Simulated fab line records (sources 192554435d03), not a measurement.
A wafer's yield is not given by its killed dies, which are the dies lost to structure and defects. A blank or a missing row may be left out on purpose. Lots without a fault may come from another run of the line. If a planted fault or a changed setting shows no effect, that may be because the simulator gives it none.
A struck lot beside a sound one | flow n5 finfet | 14 out of 1938 route steps
Sound: wafers L613.1, L613.4, L613.5. Struck: wafer L628.2 (left out: L628.3, L628.4 of the same lot, which were not struck); the cause appears at the end.
Each step with rows lists, per side, the tool, then ch with its chambers, then its first start. Under that, the readings that differ: sound wafers | struck wafers | difference of the means | sigmas: that difference in standard deviations of wafers without a fault.
alike: same words and numbers on both sides, and readings whose means sit less than 2 such deviations apart. not compared: any withheld reading, any reading some wafer has no value for, any bound like >300 that may hide the same value, and any number with overlapping values for which the record gives no deviation.
A row with sigmas, a row that says differs or no value, or rows on one side alone: a step with any of these is where the two part. Numbers that don't overlap but have no deviation are shown without sigmas and don't part them. A reading missing from all wafers of one side parts the sides only when that side holds two or more wafers.

N5_BEOL_M9_STRIP_80: strips in N2/H2, time 10 s.
  sound: rie diel-04 ch 0,1,2; struck: rie diel-06 ch 1
  alike: drypump motor current A, oes product au, rf vpp V, showerhead plenum p Torr, throttle valve pct
  not compared: rf hours counter h
N5_BEOL_M9_OCD_MEAS_38:
  sound on ocd-01 at day 9 17:23; struck on ocd-01 at day 13 08:42
  alike: trench depth nm
then, 4 steps without rows for these wafers: N5_BEOL_M9_HM_STRIP_39 (strips TiN in peroxide tin strip, target depth 25 nm, time 158 s); N5_BEOL_M9_SRD_40 (time 30 s); N5_BEOL_M9_PRECLEAN_42 (cleans in residue remover, time 60 s); N5_BEOL_M9_SRD_43 (time 30 s).
N5_BEOL_M9_CD_MEAS_35: target cd 70 nm, target cd y 40 nm.
  sound on cd sem-01 at day 9 17:33; struck on cd sem-03 at day 13 08:51
  reading    | sound          | struck | difference | sigmas
  cd nm (nm) | 70.4 70.9 70.5 | 69.5   | -1.1       | -2
N5_BEOL_M9_CURE_72: cures SiCOH lowk, time 120 s.
  sound on uv cure-01 ch 2, day 9 17:58; struck on uv cure-03 ch 2, day 13 08:56
  reading          | sound             | struck | difference | sigmas
  wafer_temp_C_max | 372.4 371.1 371.5 | 373.0  | +1.3       | +2
  alike: lamp power pct
then, 1 step without rows for these wafers: N5_BEOL_M9_DEGAS_44 (time 60 s).
N5_BEOL_M9_PRE_CLEAN_45: time 30 s.
  sound on pvd sputter-02 at day 9 19:09; struck on pvd sputter-03 at day 13 09:34
  alike: heater power w
N5_BEOL_M9_ALD_74: deposits TaN, target thk 2 nm, pulse time 2 s, purge time 3 s.
  sound on ald metal-02 ch 0,2,3, day 9 19:13; struck on ald metal-02 ch 3, day 13 09:38
  alike: heater power w
next, for these wafers, 1 step has no rows: N5_BEOL_M9_SURFACE_TREAT_79.
N5_BEOL_M9_CVD_78: deposits Co from CCTBA/H2, target thk 2 nm, time 138.9 s.
  sound on cvd co-02 ch 0,1,2, day 9 20:17; struck on cvd co-01 ch 2, day 13 09:59
  reading          | sound             | struck | difference | sigmas
  run length s (s) | 162.1 161.9 162.3 | 289.4  | +127.3     | +99 or more
N5_BEOL_M9_SPUTTER_48: material Cu, target thk 12 nm, time 2 s.
  sound on pvd sputter-03 at day 9 20:26; struck on pvd sputter-02 at day 13 10:17
  alike: cathode dc power W, throttle valve pct

WHERE THEY PART
Last at N5_BEOL_M9_CVD_78 as far as this record goes, first at N5_BEOL_M9_CD_MEAS_35. Later steps at which nothing parts them and some readings are alike: N5_BEOL_M9_SPUTTER_48.

WHY: what the simulator had put in
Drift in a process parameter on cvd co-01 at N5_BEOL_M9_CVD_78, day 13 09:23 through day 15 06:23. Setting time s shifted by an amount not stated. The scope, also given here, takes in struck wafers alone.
